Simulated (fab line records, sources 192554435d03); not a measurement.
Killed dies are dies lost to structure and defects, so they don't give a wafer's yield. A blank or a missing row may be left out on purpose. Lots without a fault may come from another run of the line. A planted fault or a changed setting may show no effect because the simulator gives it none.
fab line records | flow n5_finfet | part 1 of 2: steps 1 to 4 of 6
record lots=21 wafers=63 last_day=17
route steps=1938 shown HKMG_FIN@387
lots that met no fault: from a run of the same line without faults
start_h: hours from the record's first day to the start of the lot's first wafer shown | wait_h: hours since the lot's step before | " the same as in the row above | L1.1+2: a row that stands for several wafers | - no value, or no start given | * or withheld: withheld | < > ~ a bound
route shown NAME@n: a module of which the file shows steps, and the number in the route of the first | usual: mean/standard deviation of fault-free wafers | same: alike in all rows | chamber/n: place in a boat | sites: the reading at each site | _std_site: their standard deviation | _edge_site: outer sites' mean less inner sites' | radius_mm: how far each site lies from the wafer's centre | mask NAME#n: copy n | behind: the tool/chamber that last shaped the wafer | hold: why the lot was held/for how many hours/how that ended | device: the transistor (n, p or np) that didn't switch | end of line: the same wafers' tests at the end of the route | a step without rows: its recipe alone | killed: dies lost to structure and defects at the first sort, not the wafer's yield | map: a wafer's dies, x killed, . not, _ none there
set.NAME: the setting as run; set.NAME@STEP: as run at that earlier step | model.NAME: the simulator's own value behind a step, which no gauge read
steps of the route over a sample of lots; a table a step, a row a wafer
services: from which hour (start_h, from the record's first day; less than 0 if before it) a tool's chamber was out of use, for how many hours, and why
## steps
# step N5_HKMG_FIN_HK_ANNEAL_02
# recipe temp_c=700 time_s=30 ambient=N2 idle_temp_c=600 ramp_up_c_per_s=150 ramp_down_c_per_s=60 cool_to_c=600
# usual lamp_power_pct=8.80/0.048 lamp_zone_2_pct=8.799/0.0088 wafer_temp_C_max=702.9/0.7
# same time_s=30
# columns lot.wafer tool chamber start_h wait_h lamp_power_pct lamp_zone_2_pct wafer_temp_C_max
L074.2 rtp_anneal-02 0 71.45 0.2 8.80 8.798 702.3
L074.5 " 0 " " 8.82 8.818 702.6
L074.6 " 0 " " 8.79 8.805 704.0
L075.1 rtp_anneal-02 0 77.67 0.2 8.86 8.793 703.0
L075.2 " 0 " " 8.84 8.804 703.5
L075.4 " 0 " " 8.82 8.782 703.3
L076.1 rtp_anneal-01 0 83.67 0.1 8.91 8.795 702.5
L076.2 " 0 " " 8.77 8.811 702.5
L076.4 " 0 " " 8.85 8.795 702.7
L077.1 rtp_anneal-01 0 88.62 0.1 8.84 8.799 702.0
L077.4 " 0 " " 8.82 8.792 703.7
L077.6 " 0 " " 8.81 8.803 704.6
L079.3 rtp_anneal-02 0 103.90 0.2 8.73 8.794 703.1
L079.4 " 0 " " 8.81 8.813 702.9
L079.6 " 0 " " 8.79 8.781 703.3
L080.1 rtp_anneal-02 0 108.31 0.1 8.79 8.813 702.2
L080.2 " 0 " " 8.84 8.797 702.3
L080.6 " 0 " " 8.79 8.792 702.6
L081.3 rtp_anneal-02 0 113.20 0.3 8.90 8.786 702.5
L081.5 " 0 " " 8.71 8.787 703.6
L081.6 " 0 " " 8.80 8.805 701.9
L082.1 rtp_anneal-02 0 119.53 0.3 8.80 8.801 702.1
L082.3 " 0 " " 8.71 8.803 702.1
L082.6 " 0 " " 8.91 8.825 702.6
L083.2 rtp_anneal-02 0 124.57 0.4 8.84 8.798 704.1
L083.5 " 0 " " 8.74 8.790 702.5
L083.6 " 0 " " 8.70 8.794 703.3
L084.1 rtp_anneal-02 0 136.66 0.4 8.76 8.793 702.4
L084.2 " 0 " " 8.83 8.818 703.3
L084.5 " 0 " " 8.73 8.788 703.6
L085.2 rtp_anneal-02 0 141.25 1.1 8.71 8.795 703.1
L085.4 " 0 " " 8.74 8.796 704.0
L085.5 " 0 " " 8.74 8.797 702.3
L086.1 rtp_anneal-02 0 147.76 0.3 8.75 8.785 703.4
L086.2 " 0 " " 8.74 8.790 703.0
L086.6 " 0 " " 8.84 8.788 703.3
L087.1 rtp_anneal-02 0 152.05 0.3 8.81 8.800 702.2
L087.3 " 0 " " 8.80 8.801 702.0
L087.4 " 0 " " 8.81 8.794 702.7
L088.1 rtp_anneal-02 0 158.41 0.4 8.85 8.798 702.9
L088.4 " 0 " " 8.74 8.798 704.2
L088.5 " 0 " " 8.77 8.799 702.3
L089.1 rtp_anneal-01 0 163.75 0.3 8.88 8.803 702.4
L089.2 " 0 " " 8.94 8.791 702.7
L089.6 " 0 " " 8.79 8.791 702.8
L091.2 rtp_anneal-02 0 174.09 0.1 8.76 8.797 703.4
L091.4 " 0 " " 8.77 8.798 701.9
L091.5 " 0 " " 8.76 8.812 702.1
L093.1 rtp_anneal-02 0 188.37 0.2 8.80 8.798 702.0
L093.4 " 0 " " 8.86 8.801 702.4
L093.6 " 0 " " 8.81 8.789 702.4
L094.3 rtp_anneal-01 0 196.83 0.3 8.86 8.792 703.3
L094.5 " 0 " " 8.84 8.801 702.8
L094.6 " 0 " " 8.75 8.791 702.3
L095.3 rtp_anneal-01 0 198.45 0.3 8.92 8.818 703.0
L095.5 " 0 " " 8.75 8.803 702.9
L095.6 " 0 " " 8.82 8.801 702.5
L096.1 rtp_anneal-02 0 205.11 0.2 8.84 8.776 702.6
L096.4 " 0 " " 8.88 8.806 703.3
L096.5 " 0 " " 8.76 8.780 703.4
L097.3 rtp_anneal-02 0 209.76 0.2 8.81 8.795 703.4
L097.4 " 0 " " 8.79 8.797 703.7
L097.5 " 0 " " 8.84 8.798 703.8
# step N5_HKMG_FIN_ETCH_54
# recipe chemistry=CF4 target=SiARC target_depth_a=455 mask_material=CAR-ArF time_s=75.8 ion_energy_ev=80 pressure_mtorr=40 source_w=545 bias_w=36 Ar_flow_sccm=100 cf4_flow_sccm=100 ends=cleared
# usual drypump_motor_current_A=5.5/0.41 etch_rf_on_time_s=75.1/1.9 oes_product_au=0.69/0.085 rf_vpp_V=184.3/1.2 showerhead_plenum_p_Torr=2.16/0.063 throttle_valve_pct=15.62/0.25
# columns lot.wafer tool chamber start_h wait_h drypump_motor_current_A etch_rf_on_time_s oes_product_au rf_hours_counter_h rf_vpp_V showerhead_plenum_p_Torr throttle_valve_pct
L074.2 rie_diel-02 3 72.39 0.0 5.1 73.7 0.78 16 184.0 2.19 15.46
L074.5 " 1 " " 6.2 73.0 0.70 - 184.8 2.16 15.61
L074.6 " 0 " " 5.2 74.0 0.61 - 184.3 2.11 15.87
L075.1 rie_diel-03 0 78.56 0.0 5.4 74.4 0.63 200 183.1 2.04 15.66
L075.2 " 1 " " 6.2 70.9 0.63 196 184.1 2.14 16.09
L075.4 " 3 " " 6.2 72.0 0.77 46 185.1 2.18 15.38
L076.1 rie_diel-03 3 84.55 0.0 6.2 72.1 0.77 48 184.8 2.18 15.38
L076.2 " 1 " " 6.2 71.0 0.63 198 183.1 2.14 16.09
L076.4 " 2 " " 5.5 75.6 0.68 100 186.2 2.24 15.62
L077.1 rie_diel-06 3 89.50 0.0 4.9 79.1 0.57 256 184.2 2.10 16.17
L077.4 " 3 " " 4.9 78.5 0.58 - 183.5 2.10 16.17
L077.6 " 1 " " 5.3 76.0 0.62 - 186.4 2.22 15.87
L079.3 rie_diel-02 2 104.72 0.0 5.7 74.4 0.79 16 183.5 2.10 15.48
L079.4 " 2 " " 5.7 74.8 0.78 - 183.7 2.10 15.50
L079.6 " 3 " " 5.1 74.2 0.75 - 184.9 2.19 15.48
L080.1 rie_diel-06 2 109.19 0.0 5.4 75.3 0.85 3 187.8 2.28 15.15
L080.2 " 0 " " 5.8 77.4 0.61 192 183.2 2.12 15.53
L080.6 " 1 " " 5.3 76.6 0.61 - 184.6 2.22 15.88
L081.3 rie_diel-06 2 114.02 0.0 5.4 73.7 0.85 5 185.4 2.28 15.13
L081.5 " 2 " " 5.4 75.2 0.83 - 186.1 2.28 15.15
L081.6 " 0 " " 5.8 77.0 0.61 - 185.1 2.12 15.53
L082.1 rie_diel-06 3 120.41 0.0 4.9 77.1 0.82 1 184.7 2.10 15.64
L082.3 " 1 " " 5.3 74.8 0.61 183 183.7 2.22 15.90
L082.6 " 1 " " 5.3 75.2 0.61 - 182.7 2.22 15.88
L083.2 rie_diel-02 2 125.42 0.0 5.7 74.0 0.78 27 183.4 2.09 15.52
L083.5 " 3 " " 5.1 74.1 0.74 - 184.4 2.18 15.51
L083.6 " 0 " " 5.2 71.9 0.88 - 183.1 2.11 15.39
L084.1 rie_diel-03 2 137.54 0.0 5.5 75.9 0.66 116 186.3 2.24 15.65
L084.2 " 1 " " 6.2 71.3 0.63 216 184.5 2.13 16.14
L084.5 " 1 " " 6.2 71.6 0.62 - 183.2 2.13 16.14
L085.2 rie_diel-02 1 142.42 0.0 6.2 73.2 0.67 108 184.8 2.15 15.66
L085.4 " 2 " " 5.7 74.2 0.75 31 184.9 2.09 15.52
L085.5 " 0 " " 5.2 72.6 0.84 - 184.8 2.11 15.38
L086.1 rie_diel-06 3 148.64 0.0 4.9 77.4 0.79 9 183.3 2.10 15.67
L086.2 " 0 " " 5.8 77.6 0.60 207 183.4 2.12 15.56
L086.6 " 1 " " 5.3 75.1 0.60 - 184.3 2.21 15.91
L087.1 rie_diel-02 3 153.22 0.0 5.1 75.5 0.72 47 184.7 2.18 15.53
L087.3 " 2 " " 5.7 75.3 0.75 35 183.9 2.09 15.52
L087.4 " 0 " " 5.2 72.5 0.84 11 182.2 2.10 15.40
L088.1 rie_diel-03 0 159.29 0.0 5.4 75.3 0.61 226 183.5 2.03 15.70
L088.4 " 3 " " 6.2 73.1 0.74 71 184.5 2.18 15.43
L088.5 " 3 " " 6.2 73.6 0.73 - 184.5 2.18 15.42
L089.1 rie_diel-03 2 164.81 0.0 5.5 75.5 0.66 125 185.1 2.23 15.67
L089.2 " 1 " " 6.2 71.1 0.62 223 182.4 2.13 16.15
L089.6 " 2 " " 5.5 75.1 0.66 - 185.7 2.23 15.67
L091.2 rie_diel-06 0 174.98 0.0 5.8 76.8 0.60 217 183.1 2.11 15.58
L091.4 " 3 " " 4.9 76.9 0.77 18 184.4 2.10 15.67
L091.5 " 0 " " 5.8 76.4 0.60 - 182.8 2.11 15.57
L093.1 rie_diel-03 2 190.57 0.0 5.5 76.9 0.65 136 184.7 2.23 15.69
L093.4 " 1 " " 6.2 72.8 0.60 234 183.2 2.13 16.16
L093.6 " 2 " " 5.5 76.0 0.65 - 185.5 2.23 15.69
L094.3 rie_diel-06 3 197.52 0.0 4.9 77.6 0.76 21 184.1 2.09 15.69
L094.5 " 3 " " 4.9 78.2 0.76 - 182.7 2.10 15.68
L094.6 " 0 " " 5.8 77.3 0.60 - 184.7 2.11 15.59
L095.3 rie_diel-06 2 199.32 0.0 5.4 75.2 0.79 28 185.3 2.27 15.19
L095.5 " 0 " " 5.8 77.8 0.59 - 183.6 2.11 15.58
L095.6 " 3 " " 4.9 77.8 0.76 - 183.2 2.09 15.68
L096.1 rie_diel-06 2 206.17 0.0 5.4 75.4 0.78 31 184.8 2.27 15.18
L096.4 " 3 " " 4.9 78.1 0.75 26 182.8 2.09 15.69
L096.5 " 1 " " 5.3 75.6 0.59 - 185.4 2.21 15.93
L097.3 rie_diel-06 2 210.70 0.0 5.4 75.8 0.78 33 185.2 2.27 15.19
L097.4 " 3 " " 4.9 78.5 0.75 27 183.5 2.09 15.68
L097.5 " 3 " " 4.9 78.0 0.75 - 182.8 2.09 15.70
# step N5_HKMG_FIN_CVD_62
# recipe material=a-Si target_thk_a=30 temp_c=500 precursor=Si2H6 pressure_torr=1 time_s=20.8
# usual chamber_pressure_Torr=1.0003/0.0023 heater_power_w=1479/190 susceptor_temp_C=500.01/0.23
# same time_s=20.8
# columns lot.wafer tool chamber start_h wait_h chamber_pressure_Torr heater_power_w susceptor_temp_C
L074.2 thermal_cvd_si-02 2 74.19 0.2 0.9947 1404 500.46
L074.5 " 1 " " 1.0008 1223 499.92
L074.6 " 0 " " 1.0031 1470 500.17
L075.1 thermal_cvd_si-01 2 80.28 0.2 1.0006 1332 500.04
L075.2 " 1 " " 0.9990 1785 499.96
L075.4 " 0 " " 1.0008 1547 499.91
L076.1 thermal_cvd_si-02 2 86.38 0.2 0.9970 1460 499.85
L076.2 " 1 " " 1.0028 1209 500.15
L076.4 " 0 " " 0.9990 1448 499.99
L077.1 thermal_cvd_si-01 1 91.20 0.2 1.0001 1777 499.88
L077.4 " 0 " " 1.0001 1564 499.97
L077.6 " 1 " " 1.0019 1789 499.59
L079.3 thermal_cvd_si-01 2 106.42 0.2 0.9987 1335 499.99
L079.4 " 0 " " 1.0001 1540 499.69
L079.6 " 2 " " 0.9993 1300 499.99
L080.1 thermal_cvd_si-02 0 110.88 0.2 1.0018 1455 500.07
L080.2 " 1 " " 1.0008 1200 499.77
L080.6 " 2 " " 1.0023 1403 499.73
L081.3 thermal_cvd_si-01 1 115.71 0.2 0.9997 1828 499.87
L081.5 " 1 " " 1.0006 1792 500.01
L081.6 " 2 " " 0.9992 1315 500.39
L082.1 thermal_cvd_si-02 1 122.11 0.2 1.0023 1196 500.28
L082.3 " 0 " " 1.0039 1399 499.86
L082.6 " 0 " " 1.0037 1443 499.77
L083.2 thermal_cvd_si-01 0 127.12 0.2 0.9981 1550 500.34
L083.5 " 0 " " 0.9981 1592 500.31
L083.6 " 1 " " 0.9983 1769 500.25
L084.1 thermal_cvd_si-02 2 139.24 0.2 1.0016 1470 499.85
L084.2 " 0 " " 1.0033 1420 500.10
L084.5 " 1 " " 0.9989 1200 500.05
L085.2 thermal_cvd_si-01 0 144.11 0.2 1.0038 1548 500.19
L085.4 " 0 " " 0.9989 1567 499.73
L085.5 " 2 " " 1.0035 1326 500.14
L086.1 thermal_cvd_si-02 0 150.34 0.2 0.9984 1463 500.02
L086.2 " 1 " " 0.9990 1229 499.67
L086.6 " 0 " " 1.0013 1405 500.25
L087.1 thermal_cvd_si-01 2 154.93 0.2 0.9971 1300 500.21
L087.3 " 1 " " 1.0009 1807 499.56
L087.4 " 2 " " 1.0006 1306 500.13
L088.1 thermal_cvd_si-02 2 160.99 0.2 1.0004 1484 499.91
L088.4 " 0 " " 0.9971 1504 500.27
L088.5 " 2 " " 0.9973 1415 499.81
L089.1 thermal_cvd_si-01 1 166.50 0.2 1.0015 1783 499.61
L089.2 " 2 " " 0.9984 1318 499.65
L089.6 " 2 " " 0.9995 1312 500.28
L091.2 thermal_cvd_si-01 2 176.67 0.2 0.9972 1344 499.71
L091.4 " 1 " " 1.0018 1793 499.89
L091.5 " 0 " " 1.0034 1546 500.01
L093.1 thermal_cvd_si-01 1 192.28 0.2 0.9975 1776 499.65
L093.4 " 0 " " 0.9984 1591 500.31
L093.6 " 1 " " 0.9961 1798 499.57
L094.3 thermal_cvd_si-02 0 199.23 0.2 1.0020 1455 500.48
L094.5 " 0 " " 1.0000 1464 500.14
L094.6 " 2 " " 0.9992 1436 500.03
L095.3 thermal_cvd_si-01 1 201.06 0.2 0.9985 1754 500.18
L095.5 " 0 " " 0.9997 1578 499.83
L095.6 " 1 " " 0.9981 1810 500.04
L096.1 thermal_cvd_si-02 1 207.87 0.2 1.0002 1224 500.09
L096.4 " 2 " " 0.9974 1479 499.99
L096.5 " 1 " " 0.9993 1212 499.86
L097.3 thermal_cvd_si-01 0 212.45 0.2 1.0012 1582 500.00
L097.4 " 1 " " 1.0035 1822 499.92
L097.5 " 1 " " 1.0024 1768 500.04
# step N5_HKMG_FIN_DESCUM_17
# recipe chemistry=O2 time_s=7.9 source_power_w=50 bias_power_w=20 pressure_mtorr=20 rf_frequency_hz=2.712e+07 temp_c=40 resist=CAR-ArF o2_flow_sccm=225
# usual drypump_motor_current_A=5.6/0.42 oes_product_au=0.78/0.09 rf_vpp_V=243.2/1.3 showerhead_plenum_p_Torr=2.10/0.065 throttle_valve_pct=20.49/0.25
# same time_s=7.9
# columns lot.wafer tool chamber start_h wait_h drypump_motor_current_A oes_product_au rf_hours_counter_h rf_vpp_V showerhead_plenum_p_Torr throttle_valve_pct
L074.2 rie_diel-02 3 75.85 0.0 5.1 0.89 18 243.3 2.14 20.38
L074.5 " 3 " " 5.1 0.89 - 243.3 2.14 20.39
L074.6 " 2 " " 5.7 0.98 - 242.2 2.07 20.50
L075.1 rie_diel-02 0 81.80 0.0 5.2 0.70 243 243.0 2.06 20.64
L075.2 " 2 " " 5.7 0.95 7 241.9 2.07 20.50
L075.4 " 3 " " 5.1 0.89 19 244.9 2.14 20.38
L076.1 rie_diel-06 1 88.13 0.0 5.3 0.70 168 245.2 2.18 20.72
L076.2 " 0 " " 5.8 0.73 182 243.0 2.08 20.31
L076.4 " 1 " " 5.3 0.71 - 244.8 2.18 20.72
L077.1 rie_diel-06 3 93.18 0.3 4.9 0.69 258 243.2 2.05 20.96
L077.4 " 3 " " 4.9 0.69 - 242.2 2.05 20.94
L077.6 " 1 " " 5.3 0.71 - 243.7 2.18 20.72
L079.3 rie_diel-02 2 108.06 0.0 5.7 0.93 19 241.7 2.07 20.52
L079.4 " 2 " " 5.7 0.94 - 243.2 2.07 20.52
L079.6 " 1 " " 6.1 0.78 - 243.8 2.10 20.39
L080.1 rie_diel-06 1 112.70 0.0 5.3 0.70 179 245.0 2.17 20.71
L080.2 " 2 " " 5.4 0.96 4 246.5 2.22 19.90
L080.6 " 0 " " 5.8 0.72 - 242.0 2.08 20.32
L081.3 rie_diel-02 3 117.53 0.2 5.1 0.87 34 244.1 2.14 20.41
L081.5 " 2 " " 5.7 0.92 - 241.6 2.06 20.54
L081.6 " 3 " " 5.1 0.87 - 243.9 2.14 20.39
L082.1 rie_diel-03 3 123.72 0.0 6.2 0.88 59 245.0 2.14 20.32
L082.3 " 2 " " 5.5 0.81 112 245.8 2.17 20.35
L082.6 " 3 " " 6.2 0.87 - 244.6 2.14 20.31
L083.2 rie_diel-06 1 129.02 0.0 5.4 0.69 186 245.5 2.17 20.75
L083.5 " 1 " " 5.4 0.70 - 244.6 2.17 20.74
L083.6 " 2 " " 5.4 0.94 - 244.8 2.21 19.90
L084.1 rie_diel-02 2 141.00 0.0 5.8 0.89 30 242.0 2.06 20.54
L084.2 " 1 " " 6.2 0.75 107 243.0 2.09 20.42
L084.5 " 2 " " 5.8 0.90 - 241.6 2.06 20.53
L085.2 rie_diel-06 1 145.87 0.0 5.3 0.70 191 244.1 2.17 20.75
L085.4 " 0 " " 5.8 0.72 206 242.7 2.08 20.36
L085.5 " 0 " " 5.8 0.72 - 244.7 2.08 20.36
L086.1 rie_diel-06 1 152.27 0.1 5.3 0.69 193 243.9 2.17 20.75
L086.2 " 3 " " 4.9 0.94 10 242.2 2.04 20.49
L086.6 " 0 " " 5.8 0.70 - 243.7 2.08 20.35
L087.1 rie_diel-03 0 156.93 0.0 5.4 0.71 226 240.7 1.96 20.37
L087.3 " 2 " " 5.5 0.78 123 243.9 2.17 20.37
L087.4 " 1 " " 6.2 0.71 221 242.1 2.08 20.92
L088.1 rie_diel-03 1 162.83 0.0 6.2 0.70 222 242.3 2.07 20.95
L088.4 " 3 " " 6.2 0.87 72 244.9 2.14 20.32
L088.5 " 1 " " 6.2 0.70 - 244.1 2.07 20.95
L089.1 rie_diel-03 3 168.06 0.0 6.2 0.86 74 243.2 2.14 20.33
L089.2 " 1 " " 6.2 0.70 224 241.6 2.07 20.94
L089.6 " 2 " " 5.5 0.78 - 244.6 2.17 20.37
L091.2 rie_diel-03 2 178.34 0.0 5.5 0.78 131 244.4 2.17 20.37
L091.4 " 0 " " 5.4 0.71 232 240.9 1.96 20.37
L091.5 " 0 " " 5.4 0.70 - 241.2 1.96 20.37
L093.1 rie_diel-02 1 194.05 0.0 6.2 0.75 129 244.1 2.08 20.46
L093.4 " 0 " " 5.2 0.91 29 242.9 2.04 20.30
L093.6 " 3 " " 5.1 0.82 - 242.9 2.13 20.44
L094.3 rie_diel-03 2 201.15 0.0 5.5 0.76 140 245.3 2.16 20.39
L094.5 " 3 " " 6.2 0.83 - 243.7 2.13 20.34
L094.6 " 0 " " 5.4 0.70 - 241.7 1.96 20.39
L095.3 rie_diel-03 1 202.70 0.0 6.2 0.69 238 242.8 2.07 20.96
L095.5 " 2 " " 5.5 0.77 - 244.9 2.16 20.40
L095.6 " 3 " " 6.2 0.84 - 243.0 2.13 20.34
L096.1 rie_diel-02 2 209.51 0.0 5.8 0.86 58 241.9 2.05 20.57
L096.4 " 3 " " 5.1 0.82 70 242.3 2.13 20.45
L096.5 " 1 " " 6.2 0.74 - 243.4 2.08 20.45
L097.3 rie_diel-03 0 214.10 0.0 5.4 0.69 247 240.2 1.96 20.41
L097.4 " 2 " " 5.5 0.76 144 244.0 2.16 20.40
L097.5 " 1 " " 6.2 0.69 - 242.4 2.07 20.96
